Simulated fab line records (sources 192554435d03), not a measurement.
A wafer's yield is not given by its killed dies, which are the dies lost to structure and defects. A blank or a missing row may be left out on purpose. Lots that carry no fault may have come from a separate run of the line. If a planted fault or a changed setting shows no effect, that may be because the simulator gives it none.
Matching of chambers || flow n5-finfet || N5_BEOL_M3_ALD_98 on ald-sin-03: 4 sister chambers
The step deposits SiO2, target thk 2.5 nm, pulse time 1 s, co reactant pulse time 1 s. 14 wafers are shown with their chamber, then 7 later ones without.

WAFERS WITH THEIR CHAMBER
{"wafer": "L079.1", "chamber": 2, "heater-power-w (W)": 76, "heater-power-outer-w (W)": 39, "susceptor-temp-C (C)": 99.94}
{"wafer": "L079.2", "chamber": 0, "heater-power-w (W)": 74, "heater-power-outer-w (W)": 45, "susceptor-temp-C (C)": 99.85}
{"wafer": "L079.6", "chamber": 1, "heater-power-w (W)": 75, "heater-power-outer-w (W)": 39, "susceptor-temp-C (C)": 99.95}
{"wafer": "L082.4", "chamber": 0, "heater-power-w (W)": 78, "heater-power-outer-w (W)": 42, "susceptor-temp-C (C)": 99.89}
{"wafer": "L082.5", "chamber": 1, "heater-power-w (W)": 74, "heater-power-outer-w (W)": 39, "susceptor-temp-C (C)": 100.15}
{"wafer": "L082.6", "chamber": 0, "heater-power-w (W)": 78, "heater-power-outer-w (W)": 44, "susceptor-temp-C (C)": 100.17}
{"wafer": "L084.3", "chamber": 3, "heater-power-w (W)": 91, "heater-power-outer-w (W)": 46, "susceptor-temp-C (C)": 99.88}
{"wafer": "L084.5", "chamber": 3, "heater-power-w (W)": 90, "heater-power-outer-w (W)": 45, "susceptor-temp-C (C)": 99.81}
{"wafer": "L084.6", "chamber": 0, "heater-power-w (W)": 77, "heater-power-outer-w (W)": 43, "susceptor-temp-C (C)": 100.24}
{"wafer": "L086.1", "chamber": 1, "heater-power-w (W)": 71, "heater-power-outer-w (W)": 39, "susceptor-temp-C (C)": 99.68}
{"wafer": "L086.2", "chamber": 2, "heater-power-w (W)": 76, "heater-power-outer-w (W)": 39, "susceptor-temp-C (C)": 100.21}
{"wafer": "L086.3", "chamber": 0, "heater-power-w (W)": 76, "heater-power-outer-w (W)": 43, "susceptor-temp-C (C)": 99.86}
{"wafer": "L092.2", "chamber": 0, "heater-power-w (W)": 76, "heater-power-outer-w (W)": 45, "susceptor-temp-C (C)": 100.03}
{"wafer": "L092.3", "chamber": 2, "heater-power-w (W)": 75, "heater-power-outer-w (W)": 38, "susceptor-temp-C (C)": 99.99}

SIGNATURES, as means of the wafers listed above
{"reading": "heater-power-w", "chamber 0": 76.50, "chamber 1": 73.33, "chamber 2": 75.67, "chamber 3": 90.50, "scatter within a chamber": 1.46}
{"reading": "heater-power-outer-w", "chamber 0": 43.67, "chamber 1": 39.00, "chamber 2": 38.67, "chamber 3": 45.50, "scatter within a chamber": 0.922}
{"reading": "susceptor-temp-C", "chamber 0": 100.0067, "chamber 1": 99.9267, "chamber 2": 100.0467, "chamber 3": 99.8450, "scatter within a chamber": 0.172}
Rule: for each reading, subtract the chamber's mean from the wafer's reading, divide by that reading's scatter and square the result; add these up over the readings and take the root, which gives the wafer's distance from the chamber. If the next closest chamber is less than 2 further off than the closest, the wafer can't be placed; otherwise it belongs to the closest. How the scatter is found: for the shown wafers, subtract from each reading the mean of its chamber, square and add these, divide the total by (wafers less chambers), then take the root.

WAFERS MISSING THEIR CHAMBER
{"wafer": "L092.4", "heater-power-w (W)": 75, "heater-power-outer-w (W)": 39, "susceptor-temp-C (C)": 100.08}
{"wafer": "L093.1", "heater-power-w (W)": 76, "heater-power-outer-w (W)": 39, "susceptor-temp-C (C)": 100.12}
{"wafer": "L093.2", "heater-power-w (W)": 74, "heater-power-outer-w (W)": 39, "susceptor-temp-C (C)": 100.17}
{"wafer": "L093.4", "heater-power-w (W)": 92, "heater-power-outer-w (W)": 45, "susceptor-temp-C (C)": 99.81}
{"wafer": "L094.1", "heater-power-w (W)": 92, "heater-power-outer-w (W)": 46, "susceptor-temp-C (C)": 99.87}
{"wafer": "L094.2", "heater-power-w (W)": 76, "heater-power-outer-w (W)": 38, "susceptor-temp-C (C)": 100.17}
{"wafer": "L094.4", "heater-power-w (W)": 77, "heater-power-outer-w (W)": 44, "susceptor-temp-C (C)": 99.93}

CHAMBER TAKEN BY EACH
{"wafer": "L092.4", "from the rows above": "can't be placed: 2 or 1", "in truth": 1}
{"wafer": "L093.1", "from the rows above": "can't be placed: 2 or 1", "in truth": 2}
{"wafer": "L093.2", "from the rows above": "can't be placed: 2 or 1", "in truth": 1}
{"wafer": "L093.4", "from the rows above": 3, "in truth": 3}
{"wafer": "L094.1", "from the rows above": 3, "in truth": 3}
{"wafer": "L094.2", "from the rows above": "can't be placed: 2 or 1", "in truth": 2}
{"wafer": "L094.4", "from the rows above": 0, "in truth": 0}
3 of 7 placed correctly. Unplaceable from these rows: 4, with the true chamber sitting among the candidates in 4. Number placed wrongly: 0.
